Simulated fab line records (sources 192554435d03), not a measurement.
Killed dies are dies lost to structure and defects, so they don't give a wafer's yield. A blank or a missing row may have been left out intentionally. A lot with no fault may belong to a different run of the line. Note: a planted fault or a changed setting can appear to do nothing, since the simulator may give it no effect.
Matching of chambers + flow n5-finfet + rie-diel-04 running N5_BEOL_M6_DESCUM_16: 4 sister chambers
The step chemistry O2, time 7.9 s. 18 wafers are shown with their chamber, then 9 later ones without.

WAFERS PAIRED WITH THEIR CHAMBERS
| wafer  | chamber | drypump-motor-current-A (A) | showerhead-plenum-p-Torr (Torr) | oes-product-au (a.u.) |
|--------|---------|-----------------------------|---------------------------------|-----------------------|
| L077.1 | 1       | 5.7                         | 2.05                            | 0.75                  |
| L077.2 | 3       | 6.0                         | 2.13                            | 0.88                  |
| L077.5 | 3       | 6.0                         | 2.13                            | 0.88                  |
| L076.1 | 3       | 6.0                         | 2.13                            | 0.88                  |
| L076.5 | 0       | 5.8                         | 2.16                            | 0.68                  |
| L076.6 | 3       | 5.9                         | 2.13                            | 0.89                  |
| L079.1 | 1       | 5.7                         | 2.05                            | 0.74                  |
| L079.2 | 2       | 6.2                         | 2.23                            | 0.92                  |
| L079.3 | 0       | 5.8                         | 2.16                            | 0.68                  |
| L086.1 | 3       | 6.0                         | 2.13                            | 0.87                  |
| L086.2 | 1       | 5.7                         | 2.04                            | 0.73                  |
| L086.4 | 2       | 6.2                         | 2.23                            | 0.91                  |
| L088.1 | 2       | 6.2                         | 2.23                            | 0.91                  |
| L088.2 | 1       | 5.7                         | 2.04                            | 0.74                  |
| L088.4 | 0       | 5.8                         | 2.15                            | 0.67                  |
| L091.1 | 2       | 6.2                         | 2.22                            | 0.89                  |
| L091.3 | 3       | 6.0                         | 2.12                            | 0.86                  |
| L091.6 | 2       | 6.2                         | 2.22                            | 0.89                  |

SIGNATURES (means of the wafers above)
| reading                  | chamber 0 | chamber 1 | chamber 2 | chamber 3 | scatter within a chamber |
|--------------------------|-----------|-----------|-----------|-----------|--------------------------|
| drypump-motor-current-A  | 5.800     | 5.700     | 6.200     | 5.983     | 0.0244                   |
| showerhead-plenum-p-Torr | 2.1567    | 2.0450    | 2.2260    | 2.1283    | 0.00514                  |
| oes-product-au           | 0.6767    | 0.7400    | 0.9040    | 0.8767    | 0.0104                   |
Rule: for each reading, subtract the chamber's mean from the wafer's reading, divide by that reading's scatter and square the result; add these up over the readings and take the root, which gives the wafer's distance from the chamber. If the next closest chamber is less than 2 further off than the closest, the wafer can't be placed; otherwise it belongs to the closest. The scatter: the root of (the sum of the squares of (reading less its chamber's mean) over the shown wafers, divided by (wafers less chambers)).

WAFERS WITH NO CHAMBER GIVEN
| wafer  | drypump-motor-current-A (A) | showerhead-plenum-p-Torr (Torr) | oes-product-au (a.u.) |
|--------|-----------------------------|---------------------------------|-----------------------|
| L089.1 | 5.7                         | 2.04                            | 0.74                  |
| L089.3 | 6.0                         | 2.12                            | 0.85                  |
| L089.5 | 5.7                         | 2.04                            | 0.74                  |
| L090.1 | 6.0                         | 2.12                            | 0.85                  |
| L090.2 | 5.8                         | 2.15                            | 0.98                  |
| L090.4 | 6.2                         | 2.22                            | 0.86                  |
| L097.1 | 6.2                         | 2.22                            | 0.84                  |
| L097.3 | 6.0                         | 2.12                            | 0.83                  |
| L097.5 | 5.7                         | 2.04                            | 0.71                  |

WHICH CHAMBER EACH ONE RAN IN
| wafer  | from the rows above | in truth                   |
|--------|---------------------|----------------------------|
| L089.1 | 1                   | 1                          |
| L089.3 | 3                   | 3                          |
| L089.5 | 1                   | 1                          |
| L090.1 | 3                   | 3                          |
| L090.2 | 3                   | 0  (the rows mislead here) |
| L090.4 | 2                   | 2                          |
| L097.1 | 2                   | 2                          |
| L097.3 | 3                   | 3                          |
| L097.5 | 1                   | 1                          |
Placed correctly: 8 of 9. From these rows, 0 cannot be placed. Placed wrongly: 1.
